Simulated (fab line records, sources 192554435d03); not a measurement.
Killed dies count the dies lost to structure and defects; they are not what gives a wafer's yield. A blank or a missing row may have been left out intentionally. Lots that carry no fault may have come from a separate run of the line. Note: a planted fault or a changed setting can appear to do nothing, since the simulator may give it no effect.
Matching of chambers || flow n5Finfet || rieDiel-01 running N5_BEOL_M1_ETCH_63: 4 sister chambers
The step etches SiARC in CF4, target depth 15.6 nm, time 26 s. 20 wafers are shown with their chamber, then 10 later ones without.

## WAFERS, EACH WITH ITS CHAMBER
{"wafer": "L075.1", "chamber": 0, "drypumpMotorCurrentA (A)": 6.2, "throttleValvePct (%)": 15.97, "oesProductAu (a.u.)": 0.61}
{"wafer": "L075.3", "chamber": 3, "drypumpMotorCurrentA (A)": 5.9, "throttleValvePct (%)": 15.63, "oesProductAu (a.u.)": 0.59}
{"wafer": "L075.5", "chamber": 2, "drypumpMotorCurrentA (A)": 5.1, "throttleValvePct (%)": 15.76, "oesProductAu (a.u.)": 0.66}
{"wafer": "L077.1", "chamber": 0, "drypumpMotorCurrentA (A)": 6.2, "throttleValvePct (%)": 15.98, "oesProductAu (a.u.)": 0.60}
{"wafer": "L077.2", "chamber": 1, "drypumpMotorCurrentA (A)": 6.4, "throttleValvePct (%)": 15.78, "oesProductAu (a.u.)": 0.66}
{"wafer": "L077.3", "chamber": 3, "drypumpMotorCurrentA (A)": 5.9, "throttleValvePct (%)": 15.64, "oesProductAu (a.u.)": 0.59}
{"wafer": "L077.4", "chamber": 2, "drypumpMotorCurrentA (A)": 5.1, "throttleValvePct (%)": 15.76, "oesProductAu (a.u.)": 0.65}
{"wafer": "L077.5", "chamber": 2, "drypumpMotorCurrentA (A)": 5.1, "throttleValvePct (%)": 15.74, "oesProductAu (a.u.)": 0.65}
{"wafer": "L077.6", "chamber": 1, "drypumpMotorCurrentA (A)": 6.4, "throttleValvePct (%)": 15.81, "oesProductAu (a.u.)": 0.66}
{"wafer": "L083.3", "chamber": 3, "drypumpMotorCurrentA (A)": 6.0, "throttleValvePct (%)": 15.64, "oesProductAu (a.u.)": 0.59}
{"wafer": "L083.4", "chamber": 0, "drypumpMotorCurrentA (A)": 6.2, "throttleValvePct (%)": 15.98, "oesProductAu (a.u.)": 0.60}
{"wafer": "L083.5", "chamber": 2, "drypumpMotorCurrentA (A)": 5.1, "throttleValvePct (%)": 15.75, "oesProductAu (a.u.)": 0.64}
{"wafer": "L084.1", "chamber": 3, "drypumpMotorCurrentA (A)": 5.9, "throttleValvePct (%)": 15.64, "oesProductAu (a.u.)": 0.59}
{"wafer": "L084.2", "chamber": 1, "drypumpMotorCurrentA (A)": 6.4, "throttleValvePct (%)": 15.79, "oesProductAu (a.u.)": 0.66}
{"wafer": "L084.3", "chamber": 0, "drypumpMotorCurrentA (A)": 6.2, "throttleValvePct (%)": 15.98, "oesProductAu (a.u.)": 0.60}
{"wafer": "L084.4", "chamber": 2, "drypumpMotorCurrentA (A)": 5.1, "throttleValvePct (%)": 15.78, "oesProductAu (a.u.)": 0.65}
{"wafer": "L084.5", "chamber": 1, "drypumpMotorCurrentA (A)": 6.4, "throttleValvePct (%)": 15.79, "oesProductAu (a.u.)": 0.66}
{"wafer": "L084.6", "chamber": 2, "drypumpMotorCurrentA (A)": 5.1, "throttleValvePct (%)": 15.77, "oesProductAu (a.u.)": 0.65}
{"wafer": "L085.2", "chamber": 1, "drypumpMotorCurrentA (A)": 6.4, "throttleValvePct (%)": 15.81, "oesProductAu (a.u.)": 0.65}
{"wafer": "L085.3", "chamber": 3, "drypumpMotorCurrentA (A)": 5.9, "throttleValvePct (%)": 15.65, "oesProductAu (a.u.)": 0.59}

SIGNATURES (averages over the wafers above)
{"reading": "drypumpMotorCurrentA", "chamber 0": 6.200, "chamber 1": 6.400, "chamber 2": 5.100, "chamber 3": 5.920, "scatter within a chamber": 0.0224}
{"reading": "throttleValvePct", "chamber 0": 15.9775, "chamber 1": 15.7960, "chamber 2": 15.7600, "chamber 3": 15.6400, "scatter within a chamber": 0.0112}
{"reading": "oesProductAu", "chamber 0": 0.6025, "chamber 1": 0.6580, "chamber 2": 0.6500, "chamber 3": 0.5900, "scatter within a chamber": 0.00471}
Rule: for a wafer and a chamber, the distance is found by dividing, reading by reading, the gap between the wafer's reading and the chamber's mean by the reading's scatter, squaring, summing and taking the root. If the next closest chamber is less than 2 further off than the closest, the wafer can't be placed; otherwise it belongs to the closest. The scatter: take each reading less its chamber's mean, square it, sum over the shown wafers, divide by the number of wafers less the number of chambers, and take the root.

## WAFERS WITH NO CHAMBER GIVEN
{"wafer": "L085.5", "drypumpMotorCurrentA (A)": 6.2, "throttleValvePct (%)": 15.97, "oesProductAu (a.u.)": 0.60}
{"wafer": "L090.1", "drypumpMotorCurrentA (A)": 6.4, "throttleValvePct (%)": 15.83, "oesProductAu (a.u.)": 0.65}
{"wafer": "L090.2", "drypumpMotorCurrentA (A)": 5.9, "throttleValvePct (%)": 15.67, "oesProductAu (a.u.)": 0.58}
{"wafer": "L090.3", "drypumpMotorCurrentA (A)": 6.2, "throttleValvePct (%)": 16.00, "oesProductAu (a.u.)": 0.59}
{"wafer": "L090.4", "drypumpMotorCurrentA (A)": 5.1, "throttleValvePct (%)": 15.80, "oesProductAu (a.u.)": 0.65}
{"wafer": "L090.5", "drypumpMotorCurrentA (A)": 5.9, "throttleValvePct (%)": 15.67, "oesProductAu (a.u.)": 0.58}
{"wafer": "L090.6", "drypumpMotorCurrentA (A)": 6.2, "throttleValvePct (%)": 15.99, "oesProductAu (a.u.)": 0.60}
{"wafer": "L096.2", "drypumpMotorCurrentA (A)": 6.4, "throttleValvePct (%)": 15.85, "oesProductAu (a.u.)": 0.64}
{"wafer": "L096.3", "drypumpMotorCurrentA (A)": 5.1, "throttleValvePct (%)": 15.81, "oesProductAu (a.u.)": 0.64}
{"wafer": "L096.5", "drypumpMotorCurrentA (A)": 6.2, "throttleValvePct (%)": 16.02, "oesProductAu (a.u.)": 0.59}

## WHICH CHAMBER EACH WENT THROUGH
{"wafer": "L085.5", "from the rows above": 0, "in truth": 0}
{"wafer": "L090.1", "from the rows above": 1, "in truth": 1}
{"wafer": "L090.2", "from the rows above": 3, "in truth": 3}
{"wafer": "L090.3", "from the rows above": 0, "in truth": 0}
{"wafer": "L090.4", "from the rows above": 2, "in truth": 2}
{"wafer": "L090.5", "from the rows above": 3, "in truth": 3}
{"wafer": "L090.6", "from the rows above": 0, "in truth": 0}
{"wafer": "L096.2", "from the rows above": 1, "in truth": 1}
{"wafer": "L096.3", "from the rows above": 2, "in truth": 2}
{"wafer": "L096.5", "from the rows above": 0, "in truth": 0}
Correct placement for 10 of the 10. Left unplaced by these rows: 0. 0 placed wrongly.
